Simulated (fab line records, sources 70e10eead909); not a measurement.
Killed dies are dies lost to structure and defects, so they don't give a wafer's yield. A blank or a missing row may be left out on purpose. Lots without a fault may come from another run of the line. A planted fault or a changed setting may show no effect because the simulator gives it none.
fab line records | flow nand_harc
record lots=24 wafers=72 last_day=34
route steps=1302 shown P_ZERO_WELL@18 P_GATE@146 P_CONTACT@247 P_M0@268
lots that met no fault: from a run of the same line without faults
start_h: hours from the record's first day to the start of the lot's first wafer shown | wait_h: hours since the lot's step before | " the same as in the row above | L1.1+2: a row that stands for several wafers | - no value, or no start given | * or withheld: withheld | < > ~ a bound
route shown NAME@n: a module of which the file shows steps, and the number in the route of the first | usual: mean/standard deviation of fault-free wafers | same: alike in all rows | chamber/n: place in a boat | sites: the reading at each site | _std_site: their standard deviation | _edge_site: outer sites' mean less inner sites' | radius_mm: how far each site lies from the wafer's centre | mask NAME#n: copy n | behind: the tool/chamber that last shaped the wafer | hold: why the lot was held/for how many hours/how that ended | device: the transistor (n, p or np) that didn't switch | end of line: the same wafers' tests at the end of the route | a step without rows: its recipe alone | killed: dies lost to structure and defects at the first sort, not the wafer's yield | map: a wafer's dies, x killed, . not, _ none there
set.NAME: the setting as run; set.NAME@STEP: as run at that earlier step | model.NAME: the simulator's own value behind a step, which no gauge read
steps of the route over a sample of lots; a table a step, a row a wafer
services: from which hour (start_h, from the record's first day; less than 0 if before it) a tool's chamber was out of use, for how many hours, and why
## steps
# step NHARC_P_ZERO_WELL_ETCH_62
# recipe target_depth_a=130 time_s=6.5 chf3_flow_sccm=50 ar_flow_sccm=200 rf_w=500 bias_w=200 chemistry=CHF3/Ar
# usual drypump_motor_current_A=5.9/0.45 oes_product_au=0.961/0.016 rf_vpp_V=370.1/2.3 showerhead_plenum_p_Torr=2.32/0.099 throttle_valve_pct=20.217/0.0085
# same time_s=6.5
# columns lot.wafer tool chamber start_h wait_h drypump_motor_current_A oes_product_au rf_hours_counter_h rf_vpp_V showerhead_plenum_p_Torr throttle_valve_pct
L074.2 rie_diel-04 3 - - 5.7 0.963 3 370.2 2.26 20.216
L074.3 " 0 " " 5.4 0.959 2 370.0 2.33 20.223
L074.1 " 1 " " 6.4 0.979 2 372.1 2.38 20.221
L075.2 rie_diel-04 1 - - 6.4 0.972 5 371.9 2.38 20.217
L075.3 " 3 " " 5.7 0.957 7 369.2 2.25 20.201
L075.6 " 2 " " 6.0 0.969 - 368.4 2.27 20.222
L076.1 rie_diel-04 3 - - 5.7 0.961 9 368.3 2.25 20.208
L076.5 " 2 " " 6.0 0.972 - 368.2 2.27 20.225
L076.6 " 3 " " 5.7 0.966 - 367.7 2.25 20.217
L077.3 rie_diel-03 3 - - 6.1 0.978 44 372.3 2.46 20.209
L077.4 " 0 " " 6.1 0.969 43 367.1 2.19 20.212
L077.5 " 3 " " 6.0 0.970 - 371.9 2.46 20.209
L078.3 rie_diel-03 0 - - 6.1 0.919 45 366.8 2.19 20.221
L078.6 " 3 " " 6.1 0.923 - 373.7 2.46 20.225
L078.5 " 0 " " 6.1 0.913 - 366.6 2.19 20.217
L079.1 rie_diel-03 0 - - 6.2 0.957 48 366.1 2.19 20.212
L079.5 " 0 " " 6.1 0.959 - 367.8 2.19 20.223
L079.6 " 1 " " 5.2 0.990 - 367.4 2.19 20.202
L080.1 rie_diel-10 1 - - 5.8 0.978 2 374.6 2.53 20.209
L080.4 " 2 " " 6.3 0.950 2 368.4 2.29 20.219
L080.5 " 0 " " 5.9 0.986 - 370.9 2.39 20.211
L081.2 rie_diel-10 2 - - 6.3 0.954 5 369.6 2.29 20.225
L081.3 " 0 " " 5.9 0.954 5 372.0 2.39 20.220
L081.4 " 1 " " 5.8 0.953 - 375.7 2.53 20.224
L082.3 rie_diel-03 3 - - 6.1 0.966 59 372.1 2.45 20.202
L082.2 " 0 " " 6.2 0.936 58 366.1 2.19 20.221
L082.5 " 2 " " 6.9 0.968 - 371.7 2.43 20.201
L083.2 rie_diel-04 1 - - 6.4 0.961 31 370.0 2.37 20.217
L083.4 " 2 " " 6.0 0.967 33 367.7 2.26 20.205
L083.1 " 3 " " 5.7 0.979 36 368.6 2.24 20.225
L084.2 rie_diel-03 0 - - 6.1 0.974 2 367.2 2.19 20.227
L084.1 " 3 " " 6.1 0.983 3 373.4 2.45 20.217
L084.6 " 1 " " 5.2 0.965 - 366.0 2.19 20.199
L085.2 rie_diel-04 1 - - 6.4 0.959 34 370.9 2.37 20.231
L085.4 " 3 " " 5.7 0.971 39 368.4 2.24 20.217
L085.5 " 1 " " 6.4 0.954 - 370.7 2.37 20.227
L086.1 rie_diel-04 2 - - 6.0 0.974 39 366.7 2.26 20.220
L086.4 " 3 " " 5.6 0.966 41 369.6 2.24 20.223
L086.5 " 2 " " 6.0 0.965 - 368.7 2.26 20.214
L087.3 rie_diel-04 0 - - 5.4 0.972 42 369.9 2.32 20.215
L087.2 " 2 " " 6.0 0.991 43 369.3 2.25 20.229
L087.1 " 3 " " 5.7 0.956 44 369.2 2.24 20.213
L088.3 rie_diel-10 1 - - 5.8 0.985 33 373.8 2.52 20.212
L088.2 " 2 " " 6.4 0.979 33 369.7 2.28 20.221
L088.5 " 0 " " 5.8 0.964 - 372.4 2.38 20.202
L089.1 rie_diel-10 2 - - 6.3 0.977 37 368.4 2.28 20.208
L089.3 " 0 " " 5.9 0.966 37 371.7 2.37 20.224
L089.5 " 2 " " 6.3 0.979 - 368.3 2.28 20.232
L090.3 rie_diel-03 3 - - 6.0 0.949 23 373.7 2.44 20.210
L090.4 " 0 " " 6.1 0.943 22 367.0 2.18 20.213
L090.5 " 3 " " 6.0 0.949 - 374.1 2.44 20.208
L091.1 rie_diel-03 2 - - 6.9 0.975 22 372.6 2.42 20.228
L091.2 " 3 " " 6.0 0.967 25 373.2 2.44 20.217
L091.6 " 2 " " 6.8 0.980 - 372.7 2.42 20.223
L092.2 rie_diel-04 3 - - 5.7 0.959 2 367.9 2.23 20.220
L092.6 " 0 " " 5.4 0.963 - 368.6 2.32 20.212
L092.5 " 1 " " 6.4 0.978 - 369.8 2.36 20.221
L093.4 rie_diel-03 1 - - 5.2 0.933 26 366.4 2.18 20.218
L093.1 " 2 " " 6.9 0.936 26 372.6 2.42 20.225
L093.5 " 1 " " 5.2 0.940 - 366.9 2.18 20.201
L094.1 rie_diel-10 3 - - 5.3 0.937 42 369.6 2.39 20.218
L094.4 " 0 " " 5.9 0.939 58 369.5 2.37 20.214
L094.3 " 2 " " 6.4 0.930 55 368.8 2.27 20.219
L095.2 rie_diel-04 2 - - 6.0 0.967 13 369.4 2.25 20.213
L095.3 " 1 " " 6.4 0.967 15 372.4 2.36 20.223
L095.6 " 2 " " 6.0 0.965 - 370.2 2.24 20.227
L096.4 rie_diel-04 0 - - 5.4 0.984 19 369.3 2.31 20.209
L096.6 " 3 " " 5.7 0.963 - 367.9 2.23 20.207
L096.5 " 0 " " 5.4 0.981 - 370.1 2.31 20.225
L097.1 rie_diel-10 3 - - 5.4 0.944 0 371.3 2.39 20.210
L097.4 " 0 " " 5.9 0.937 0 370.3 2.36 20.215
L097.2 " 1 " " 5.9 0.936 0 372.2 2.51 20.207
# step NHARC_P_GATE_HM_OPEN_105
# recipe target_depth_a=3600 o2_flow_sccm=400 cos_flow_sccm=20 ar_flow_sccm=0 rf_w=500 bias_w=300 chemistry=O2/COS
# usual drypump_motor_current_A=5.9/0.46 o2_flow_sccm=400.0/1.3 oes_product_au=1.001/0.007 rf_vpp_V=467.5/2.4 showerhead_plenum_p_Torr=3.14/0.11 throttle_valve_pct=28.331/0.009
# columns lot.wafer tool chamber start_h wait_h drypump_motor_current_A o2_flow_sccm oes_product_au rf_hours_counter_h rf_vpp_V showerhead_plenum_p_Torr throttle_valve_pct
L074.1 rie_diel-13 1 - - 6.8 401.4 0.998 4.5 469.5 3.23 28.321
L074.3 " 2 " " 5.6 401.5 1.008 5.3 465.3 3.06 28.330
L074.2 " 3 " " 6.0 399.5 0.997 6.1 470.6 3.26 28.334
L075.3 rie_diel-13 3 - - 6.0 403.3 1.003 6.2 469.5 3.26 28.341
L075.2 " 0 " " 5.8 400.7 0.990 6.2 462.6 2.96 28.340
L075.6 " 1 " " 6.8 399.5 1.008 - 469.2 3.23 28.331
L076.1 rie_diel-01 3 - - 6.3 399.6 0.988 2.2 468.7 3.21 28.326
L076.6 " 3 " " 6.3 398.3 0.999 - 467.6 3.21 28.326
L076.5 " 0 " " 5.5 402.3 0.989 - 468.3 3.17 28.326
L077.3 rie_diel-07 3 - - 5.4 399.1 1.004 0.2 467.5 3.17 28.327
L077.4 " 1 " " 6.5 399.6 0.993 0.2 465.3 3.03 28.325
L077.5 " 0 " " 5.4 401.2 0.996 - 464.5 3.00 28.338
L078.3 rie_diel-07 2 - - 5.7 398.8 1.006 0.3 472.2 3.32 28.337
L078.5 " 1 " " 6.5 399.1 1.010 - 465.0 3.04 28.336
L078.6 " 2 " " 5.7 399.2 1.010 - 472.4 3.32 28.338
L079.1 rie_diel-07 2 - - 5.7 401.0 1.014 0.6 471.8 3.32 28.309
L079.6 " 2 " " 5.7 401.6 1.009 - 471.9 3.32 28.334
L079.5 " 1 " " 6.5 401.5 1.007 - 465.3 3.03 28.327
L080.1 rie_diel-07 1 - - 6.5 399.7 1.000 1.6 466.4 3.03 28.328
L080.4 " 0 " " 5.4 399.4 0.977 0.9 463.5 3.00 28.313
L080.5 " 1 " " 6.5 398.2 0.995 - 466.2 3.03 28.334
L081.4 rie_diel-01 1 - - 5.9 396.5 1.001 5.7 468.8 3.16 28.306
L081.2 " 3 " " 6.3 401.0 0.993 5.1 468.8 3.21 28.323
L081.3 " 0 " " 5.5 399.3 1.000 3.7 468.5 3.17 28.338
L082.3 rie_diel-01 0 - - 5.5 402.2 0.993 5.9 467.8 3.17 28.332
L082.2 " 2 " " 5.4 399.5 0.999 8.2 467.0 3.10 28.330
L082.5 " 3 " " 6.3 399.9 0.988 - 469.7 3.21 28.335
L083.4 rie_diel-01 3 - - 6.3 401.6 1.001 7.3 467.4 3.21 28.340
L083.1 " 0 " " 5.5 399.9 0.990 6.0 468.9 3.17 28.329
L083.2 " 1 " " 6.0 398.2 1.000 8.1 466.6 3.15 28.335
L084.2 rie_diel-13 0 - - 5.8 399.5 0.999 0.6 462.4 2.95 28.349
L084.1 " 2 " " 5.6 399.6 1.006 0.7 466.5 3.06 28.333
L084.6 " 0 " " 5.8 398.3 0.994 - 464.6 2.95 28.330
L085.4 rie_diel-13 2 - - 5.6 398.9 0.994 1.0 467.4 3.06 28.342
L085.2 " 3 " " 6.0 400.1 1.010 0.9 470.1 3.25 28.346
L085.5 " 3 " " 6.0 399.4 1.004 - 470.5 3.25 28.341
L086.1 rie_diel-07 3 - - 5.4 400.3 1.007 4.6 468.5 3.16 28.316
L086.4 " 0 " " 5.4 399.5 1.003 3.9 463.8 3.00 28.325
L086.5 " 3 " " 5.4 399.9 1.001 - 468.2 3.16 28.332
L087.3 rie_diel-01 0 - - 5.5 399.8 1.010 0.6 466.6 3.16 28.330
L087.1 " 1 " " 5.9 398.9 1.007 0.4 467.6 3.15 28.330
L087.2 " 2 " " 5.4 399.5 1.000 0.5 467.0 3.09 28.314
L089.3 rie_diel-13 2 - - 5.6 399.6 0.996 3.5 464.9 3.05 28.321
L089.1 " 0 " " 5.8 401.5 0.992 3.4 462.4 2.95 28.324
L089.5 " 2 " " 5.6 399.6 0.999 - 466.0 3.05 28.338
L088.3 rie_diel-01 2 - - 5.4 400.6 0.987 1.2 467.1 3.09 28.329
L088.2 " 0 " " 5.5 400.9 0.992 1.9 468.6 3.16 28.346
L088.5 " 2 " " 5.4 399.0 0.992 - 466.5 3.09 28.346
L090.3 rie_diel-13 1 - - 6.8 398.7 1.004 3.6 471.1 3.23 28.336
L090.4 " 2 " " 5.6 398.4 0.999 - 466.2 3.05 28.337
L090.5 " 3 " " 6.0 400.7 0.999 - 468.6 3.25 28.323
L091.1 rie_diel-07 1 - - 6.5 402.3 1.005 7.8 465.9 3.03 28.325
L091.2 " 0 " " 5.4 399.7 0.997 7.5 463.4 2.99 28.326
L091.6 " 1 " " 6.5 401.2 0.994 - 465.9 3.03 28.346
L092.2 rie_diel-07 0 - - 5.4 400.8 0.999 8.6 463.8 2.99 28.332
L092.5 " 0 " " 5.4 399.6 1.003 - 464.3 2.99 28.322
L092.6 " 1 " " 6.5 400.3 0.997 - 465.8 3.03 28.323
L093.4 rie_diel-13 0 - - 5.8 399.0 0.998 4.1 463.5 2.95 28.333
L093.1 " 2 " " 5.6 398.6 1.002 4.5 467.0 3.05 28.351
L093.5 " 3 " " 6.0 398.8 0.996 - 470.4 3.25 28.335
L094.3 rie_diel-01 0 - - 5.5 401.5 1.008 4.3 468.3 3.16 28.320
L094.4 " 1 " " 5.9 397.0 1.012 3.1 468.0 3.15 28.342
L094.1 " 3 " " 6.3 401.0 0.999 5.2 468.3 3.20 28.328
L095.2 rie_diel-13 3 - - 6.0 398.9 1.000 4.5 468.4 3.25 28.331
L095.3 " 0 " " 5.8 400.4 1.012 4.3 463.5 2.95 28.330
L095.6 " 2 " " 5.6 400.8 0.990 - 465.2 3.05 28.329
L096.4 rie_diel-13 0 - - 5.8 398.9 1.005 5.6 464.3 2.95 28.329
L096.5 " 2 " " 5.6 398.5 1.005 - 465.8 3.05 28.329
L096.6 " 3 " " 6.0 401.5 1.000 - 469.9 3.25 28.321
L097.4 rie_diel-07 0 - - 5.4 399.6 1.004 2.5 464.9 2.99 28.343
L097.2 " 1 " " 6.5 399.5 0.997 2.7 465.7 3.03 28.327
L097.1 " 2 " " 5.7 401.0 1.007 2.5 473.3 3.31 28.329
# step NHARC_P_GATE_RTA_82
# recipe temp_c=450 time_s=30
# usual lamp_power_pct=4.0/0.58 lamp_zone_6_pct=3.9/0.57 wafer_temp_C_max=451.9/0.38
# same time_s=30
# columns lot.wafer tool chamber start_h wait_h lamp_power_pct lamp_zone_6_pct wafer_temp_C_max
L074.1 rtp_anneal-01 0 115.12 - 3.4 3.4 451.8
L074.2 " 0 " " 3.4 3.4 452.2
L074.3 " 0 " " 3.4 3.4 451.4
L075.2 rtp_anneal-01 0 123.58 - 3.4 3.4 451.9
L075.3 " 0 " " 3.4 3.4 451.6
L075.6 " 0 " " 3.4 3.4 451.4
L076.1 rtp_anneal-01 0 136.41 - 3.4 3.4 451.9
L076.5 " 0 " " 3.4 3.4 451.7
L076.6 " 0 " " 3.4 3.4 451.3
L077.3 rtp_anneal-01 0 151.55 - 3.4 3.4 452.1
L077.4 " 0 " " 3.4 3.4 451.7
L077.5 " 0 " " 3.4 3.4 451.4
L078.3 rtp_anneal-01 0 151.86 - 3.4 3.4 451.9
L078.5 " 0 " " 3.4 3.4 451.7
L078.6 " 0 " " 3.4 3.4 452.0
L079.1 rtp_anneal-01 0 160.91 - 3.4 3.4 451.9
L079.5 " 0 " " 3.4 3.4 452.1
L079.6 " 0 " " 3.4 3.4 451.6
L080.1 rtp_anneal-02 0 177.59 - 4.6 4.5 452.1
L080.4 " 0 " " 4.6 4.5 451.9
L080.5 " 0 " " 4.6 4.5 451.7
L081.2 rtp_anneal-01 0 182.62 - 3.4 3.4 451.6
L081.3 " 0 " " 3.4 3.4 451.9
L081.4 " 0 " " 3.4 3.4 451.8
L082.2 rtp_anneal-01 0 201.43 - 3.4 3.4 451.6
L082.3 " 0 " " 3.4 3.4 452.0
L082.5 " 0 " " 3.4 3.4 451.5
L083.1 rtp_anneal-02 0 206.16 - 4.6 4.5 451.8
L083.2 " 0 " " 4.6 4.5 451.2
L083.4 " 0 " " 4.6 4.5 451.6
L084.1 rtp_anneal-01 0 212.55 - 3.4 3.4 451.7
L084.2 " 0 " " 3.4 3.4 451.8
L084.6 " 0 " " 3.4 3.4 452.1
L085.2 rtp_anneal-02 0 224.27 - 4.6 4.5 451.3
L085.4 " 0 " " 4.6 4.5 451.4
L085.5 " 0 " " 4.6 4.5 452.2
L086.1 rtp_anneal-02 0 230.16 - 4.6 4.5 451.6
L086.4 " 0 " " 4.6 4.5 451.8
L086.5 " 0 " " 4.6 4.5 451.7
L087.1 rtp_anneal-02 0 241.12 - 4.6 4.5 451.9
L087.2 " 0 " " 4.6 4.5 451.4
L087.3 " 0 " " 4.6 4.5 451.7
L089.1 rtp_anneal-02 0 261.95 - 4.6 4.5 452.2
L089.3 " 0 " " 4.6 4.5 451.7
L089.5 " 0 " " 4.6 4.5 451.8
L088.2 rtp_anneal-02 0 262.62 - 4.6 4.5 452.2
L088.3 " 0 " " 4.6 4.5 452.0
L088.5 " 0 " " 4.6 4.5 452.4
L090.3 rtp_anneal-01 0 276.50 - 3.4 3.4 452.1
L090.4 " 0 " " 3.4 3.4 451.6
L090.5 " 0 " " 3.4 3.4 452.8
L091.1 rtp_anneal-01 0 280.14 - 3.4 3.4 451.9
L091.2 " 0 " " 3.4 3.4 452.6
L091.6 " 0 " " 3.4 3.4 451.6
L092.2 rtp_anneal-02 0 300.06 - 4.6 4.5 451.4
L092.5 " 0 " " 4.6 4.5 451.6
L092.6 " 0 " " 4.6 4.5 452.6
L093.1 rtp_anneal-01 0 304.77 - 3.4 3.4 452.3
L093.4 " 0 " " 3.4 3.4 451.6
L093.5 " 0 " " 3.4 3.4 452.4
L094.1 rtp_anneal-02 0 317.63 - 4.6 4.5 452.1
L094.3 " 0 " " 4.6 4.6 452.9
L094.4 " 0 " " 4.6 4.5 452.0
L095.2 rtp_anneal-02 0 319.79 - 4.6 4.5 451.7
L095.3 " 0 " " 4.6 4.5 452.1
L095.6 " 0 " " 4.6 4.5 452.2
L096.4 rtp_anneal-02 0 336.45 - 4.6 4.6 451.3
L096.5 " 0 " " 4.6 4.5 451.9
L096.6 " 0 " " 4.6 4.5 451.8
L097.1 rtp_anneal-01 0 353.65 - 3.4 3.4 453.0
L097.2 " 0 " " 3.4 3.4 451.7
L097.4 " 0 " " 3.4 3.4 451.4
# step NHARC_P_CONTACT_ALD_22
# recipe target_thk_a=30 pulse_time_s=1 ald_cycles=150 temp_c=450 material=TiN
# usual heater_power_w=1043/130 precursor_pulse_height_rel=1.000/0.021
# same pulse_time_s=1
# columns lot.wafer tool chamber start_h wait_h heater_power_w precursor_pulse_height_rel
L074.2 ald_metal-01 2 118.94 - 1003 1.001
L074.3 " 0 " " 893 1.025
L074.1 " 1 " " 1080 1.037
L075.2 ald_metal-01 2 127.29 - 1003 0.994
L075.3 " 3 " " 944 1.009
L075.6 " 2 " " 1015 0.954
L076.1 ald_metal-02 0 140.29 - 1082 1.010
L076.5 " 1 " " 1003 0.985
L076.6 " 2 " " 981 1.014
L077.3 ald_metal-01 2 155.33 - 1009 0.977
L077.4 " 2 " " 998 1.016
L077.5 " 0 " " 896 0.967
L078.3 ald_metal-02 3 155.67 - 969 0.993
L078.6 " 3 " " 958 0.984
L078.5 " 0 " " 1080 1.006
L079.1 ald_metal-04 2 165.14 - 979 0.971
L079.6 " 0 " " 1099 1.041
L079.5 " 1 " " 1463 0.984
L080.4 ald_metal-01 1 181.28 - 1084 0.978
L080.1 " 3 " " 958 0.993
L080.5 " 2 " " 1011 0.989
L081.4 ald_metal-01 0 186.42 - 970 1.017
L081.3 " 1 " " 1120 0.989
L081.2 " 3 " " 977 0.998
L082.2 ald_metal-02 0 205.67 - 1091 1.025
L082.3 " 1 " " 990 0.979
L082.5 " 3 " " 956 0.992
L083.1 ald_metal-04 2 212.30 - 958 1.013
L083.2 " 3 " " 1154 1.006
L083.4 " 0 " " 1133 0.994
L084.1 ald_metal-02 0 216.22 - 1082 0.996
L084.2 " 3 " " 946 1.010
L084.6 " 1 " " 1022 1.003
L085.4 ald_metal-01 2 228.06 - 1004 0.994
L085.2 " 1 " " 1105 0.993
L085.5 " 3 " " 955 0.973
L086.4 ald_metal-02 0 234.26 - 1082 0.999
L086.1 " 1 " " 1014 0.986
L086.5 " 2 " " 943 1.000
L087.1 ald_metal-04 2 244.94 - 981 0.999
L087.3 " 3 " " 1152 0.993
L087.2 " 0 " " 1126 0.945
L089.1 ald_metal-02 0 265.80 - 1115 0.998
L089.3 " 1 " " 1022 1.012
L089.5 " 2 " " 1004 1.012
L088.2 ald_metal-01 0 266.43 - 945 1.021
L088.3 " 2 " " 983 0.997
L088.5 " 0 " " 963 0.992
L090.4 ald_metal-02 0 280.14 - 1138 1.014
L090.3 " 2 " " 988 1.004
L090.5 " 0 " " 1136 0.996
L091.2 ald_metal-04 0 283.94 - 1136 1.007
L091.1 " 2 " " 984 1.023
L091.6 " 1 " " 1502 1.004
L092.2 ald_metal-01 2 303.97 - 977 1.022
L092.5 " 2 " " 990 0.968
L092.6 " 3 " " 974 0.969
L093.4 ald_metal-04 2 308.47 - 989 0.986
L093.1 " 0 " " 1097 0.979
L093.5 " 3 " " 1137 1.008
L094.3 ald_metal-02 2 321.74 - 1003 0.979
L094.1 " 3 " " 991 0.979
L094.4 " 0 " " 1134 0.990
L095.3 ald_metal-01 0 323.60 - 977 0.996
L095.2 " 1 " " 1134 1.022
L095.6 " 3 " " 959 1.014
L096.5 ald_metal-01 3 340.15 - 941 0.970
L096.4 " 1 " " 1098 1.019
L096.6 " 2 " " 1020 1.031
L097.1 ald_metal-02 0 357.38 - 1161 0.952
L097.2 " 2 " " 971 0.996
L097.4 " 3 " " 975 0.943
# step NHARC_P_M0_ETCH_15
# recipe target_depth_a=1500 overetch_a=150 time_s=82.5 c4f8_flow_sccm=withheld ar_flow_sccm=400 rf_w=600 bias_w=300 chemistry=C4F8/Ar
# usual oes_product_au=0.955/0.019 rf_vpp_V=441/3
# same time_s=82.5
# columns lot.wafer tool chamber start_h wait_h oes_product_au rf_hours_counter_h rf_vpp_V
L074.3 rie_diel-11 1 - - 0.968 5 443
L074.1 " 2 " " 0.960 5 440
L074.2 " 0 " " 0.955 5 439
L075.3 rie_diel-11 0 - - 0.978 6 440
L075.2 " 2 " " 0.966 6 440
L075.6 " 0 " " 0.981 - 440
L076.1 rie_diel-11 3 - - 0.978 2 445
L076.6 " 2 " " 0.984 - 441
L076.5 " 3 " " 0.963 - 444
L077.4 rie_diel-10 3 - - 0.965 22 443
L077.3 " 1 " " 0.969 32 447
L077.5 " 2 " " 0.954 - 440
L078.3 rie_diel-03 0 - - 0.978 15 436
L078.5 " 3 " " 0.960 - 444
L078.6 " 0 " " 0.971 - 436
L079.1 rie_diel-03 1 - - 0.976 14 435
L079.5 " 0 " " 0.955 - 438
L079.6 " 1 " " 0.973 - 438
L080.1 rie_diel-11 3 - - 0.970 9 444
L080.4 " 0 " " 0.967 - 439
L080.5 " 3 " " 0.945 - 445
L081.2 rie_diel-11 0 - - 0.956 14 439
L081.4 " 1 " " 0.959 16 444
L081.3 " 2 " " 0.950 13 439
L082.2 rie_diel-03 1 - - 0.972 25 437
L082.3 " 3 " " 0.961 27 443
L082.5 " 1 " " 0.984 - 435
L083.1 rie_diel-03 2 - - 0.949 26 443
L083.4 " 3 " " 0.951 29 442
L083.2 " 0 " " 0.943 29 436
L084.1 rie_diel-03 3 - - 0.924 30 442
L084.2 " 1 " " 0.930 27 437
L084.6 " 3 " " 0.927 - 444
L085.2 rie_diel-10 3 - - 0.967 45 442
L085.4 " 1 " " 0.974 62 445
L085.5 " 0 " " 0.960 - 441
L086.4 rie_diel-03 2 - - 0.935 33 442
L086.1 " 3 " " 0.932 35 444
L086.5 " 0 " " 0.923 - 436
L087.2 rie_diel-03 0 - - 0.921 42 436
L087.3 " 1 " " 0.927 40 436
L087.1 " 2 " " 0.923 37 444
L089.3 rie_diel-03 3 - - 0.925 45 444
L089.1 " 1 " " 0.922 48 436
L089.5 " 3 " " 0.921 - 443
L088.3 rie_diel-03 3 - - 0.931 46 444
L088.2 " 0 " " 0.932 50 437
L088.5 " 3 " " 0.922 - 445
L090.4 rie_diel-11 2 - - 0.968 3 439
L090.3 " 0 " " 0.975 3 438
L090.5 " 2 " " 0.971 - 440
L091.2 rie_diel-10 0 - - 0.936 11 440
L091.1 " 1 " " 0.950 11 445
L091.6 " 0 " " 0.942 - 441
L092.2 rie_diel-11 3 - - 0.963 10 446
L092.6 " 0 " " 0.955 - 438
L092.5 " 1 " " 0.962 - 443
L093.4 rie_diel-10 2 - - 0.989 23 440
L093.1 " 3 " " 0.986 22 442
L093.5 " 3 " " 0.974 - 442
L094.3 rie_diel-11 1 - - 0.968 10 443
L094.4 " 2 " " 0.970 10 439
L094.1 " 3 " " 0.966 11 444
L095.2 rie_diel-10 2 - - 0.935 29 439
L095.3 " 3 " " 0.942 27 441
L095.6 " 2 " " 0.939 - 441
L096.4 rie_diel-11 1 - - 0.984 12 443
L096.5 " 2 " " 0.973 - 439
L096.6 " 3 " " 0.957 - 444
L097.1 rie_diel-03 3 - - 0.966 27 443
L097.2 " 0 " " 0.976 28 445
L097.4 " 1 " " 0.972 25 445
# step NHARC_P_M0_DEP_32
# recipe target_thk_a=300 temp_c=370 target_thk_nm=30 pressure_torr=3 flow_sccm=200 rf_w=450 material=SiCN
# usual heater_power_w=607/95
# columns lot.wafer tool chamber start_h wait_h heater_power_w
L074.2 pecvd-03 0 123.82 0.1 683
L074.3 " 1 " " 780
L074.1 " 2 " " 532
L075.3 pecvd-03 1 132.39 0.1 763
L075.2 " 2 " " 574
L075.6 " 1 " " 796
L076.1 pecvd-03 1 145.24 0.1 716
L076.5 " 0 " " 615
L076.6 " 2 " " 565
L077.3 pecvd-03 0 160.33 0.1 576
L077.5 " 1 " " 807
L077.4 " 2 " " 484
L078.3 pecvd-01 1 160.72 0.1 599
L078.6 " 2 " " 415
L078.5 " 0 " " 564
L079.1 pecvd-03 0 170.06 0.1 681
L079.5 " 0 " " 678
L079.6 " 1 " " 658
L080.1 pecvd-01 0 186.80 0.1 548
L080.5 " 2 " " 489
L080.4 " 0 " " 539
L081.3 pecvd-02 1 191.30 0.1 592
L081.2 " 0 " " 675
L081.4 " 2 " " 528
L082.2 pecvd-02 0 213.17 0.1 597
L082.3 " 1 " " 583
L082.5 " 2 " " 493
L083.1 pecvd-02 0 217.39 0.1 687
L083.2 " 1 " " 595
L083.4 " 1 " " 618
L084.2 pecvd-01 2 221.10 0.1 512
L084.1 " 1 " " 532
L084.6 " 0 " " 594
L085.2 pecvd-01 0 233.84 0.1 523
L085.5 " 1 " " 550
L085.4 " 0 " " 524
L086.1 pecvd-03 1 239.72 0.1 734
L086.4 " 2 " " 570
L086.5 " 0 " " 703
L087.3 pecvd-03 0 250.31 0.1 755
L087.1 " 1 " " 769
L087.2 " 2 " " 594
L089.3 pecvd-03 2 270.68 0.1 490
L089.1 " 0 " " 768
L089.5 " 0 " " 755
L088.2 pecvd-02 1 271.37 0.1 647
L088.3 " 0 " " 676
L088.5 " 1 " " 626
L090.3 pecvd-03 2 285.18 0.1 526
L090.4 " 1 " " 690
L090.5 " 2 " " 536
L091.2 pecvd-03 1 289.11 0.1 727
L091.1 " 2 " " 561
L091.6 " 2 " " 556
L092.2 pecvd-01 0 309.05 0.1 484
L092.6 " 2 " " 462
L092.5 " 0 " " 495
L093.1 pecvd-02 0 313.44 0.1 732
L093.4 " 1 " " 631
L093.5 " 2 " " 506
L094.3 pecvd-03 2 326.84 0.1 576
L094.1 " 1 " " 698
L094.4 " 0 " " 701
L095.3 pecvd-03 1 328.60 0.1 632
L095.2 " 0 " " 623
L095.6 " 2 " " 580
L096.5 pecvd-01 2 345.29 0.2 457
L096.4 " 0 " " 587
L096.6 " 1 " " 559
L097.1 pecvd-03 2 362.39 0.1 514
L097.2 " 0 " " 761
L097.4 " 0 " " 747
## services
# columns tool chamber start_h hours kind
pecvd-03 - -0.45 1.8 repair
rie_diel-10 0 -0.28 23.4 repair
pecvd-03 - 4.00 13.0 pm
rtp_anneal-02 - 12.00 12.0 pm
rie_diel-03 0 13.22 2.9 repair
rie_diel-03 1 15.43 1.8 repair
rie_diel-10 - 28.83 1.0 repair
pecvd-03 0 42.02 5.6 repair
rie_diel-03 - 45.44 0.2 repair
pecvd-03 - 50.26 0.6 repair
rie_diel-03 - 55.62 0.6 repair
rie_diel-10 3 59.14 19.2 repair
pecvd-03 0 63.52 8.0 repair
rie_diel-10 - 65.50 9.0 pm
rie_diel-10 3 86.91 19.8 repair
rie_diel-03 0 93.59 3.4 repair
rie_diel-03 - 106.33 9.0 pm
rie_diel-03 0 143.23 1.2 repair
rie_diel-10 - 148.78 1.0 repair
pecvd-03 - 185.00 13.0 pm
rie_diel-03 3 261.38 1.2 repair
rie_diel-03 - 283.61 9.0 pm
pecvd-03 - 299.35 1.8 repair
rie_diel-03 2 333.37 8.2 repair
## key
fault none
